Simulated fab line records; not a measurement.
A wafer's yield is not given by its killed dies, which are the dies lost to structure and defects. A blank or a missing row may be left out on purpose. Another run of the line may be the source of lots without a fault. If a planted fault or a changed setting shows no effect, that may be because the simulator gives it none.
Chamber matching	flow nand-harc	pecvd-04 running NHARC_A_CHANNEL_HOLE_D2_DEP_01: 3 sister chambers
The step deposits SiON, target thk 140 nm. 6 wafers are shown with their chamber, then 12 later ones without.

== WAFERS WITH THEIR CHAMBER ==
wafer	chamber	heater-power-w (W)	rf-fwd-power-W (W)
L088.3	1	790	347.6
L092.4	1	778	345.8
L092.5	0	630	348.7
L093.2	0	667	349.4
L093.3	2	892	348.7
L093.4	2	928	349.0

== WAFERS WITH NO CHAMBER GIVEN ==
wafer	heater-power-w (W)	rf-fwd-power-W (W)
L094.4	766	347.7
L094.5	599	348.2
L094.6	916	348.4
L095.2	697	349.2
L095.4	675	350.0
L095.5	1019	347.5
L096.1	977	347.8
L096.4	616	349.8
L096.5	662	347.7
L097.1	689	349.0
L097.3	783	348.8
L097.5	673	347.9

== WHICH CHAMBER EACH ONE RAN IN ==
wafer	from the rows above	in truth
L094.4	1	1
L094.5	0	0
L094.6	2	2
L095.2	0	0
L095.4	0	0
L095.5	2	2
L096.1	2	2
L096.4	0	0
L096.5	0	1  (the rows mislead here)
L097.1	0	0
L097.3	1	1
L097.5	0	0
Correctly placed: 11 of 12. Left unplaced by these rows: 0. Wrongly placed: 1.
How it was worked out, from the rows above alone: a wafer's distance from a chamber is the root of the sum, over the readings, of the square of ((its reading less the chamber's mean) divided by the reading's scatter). The wafer belongs to the nearest chamber; if the next one is less than 2 further off, it can't be placed. The mean given for a chamber averages the wafers shown for that chamber. The scatter is the square root of a quotient: the sum, over the shown wafers, of each reading's squared deviation from its chamber's mean, divided by wafers minus chambers.
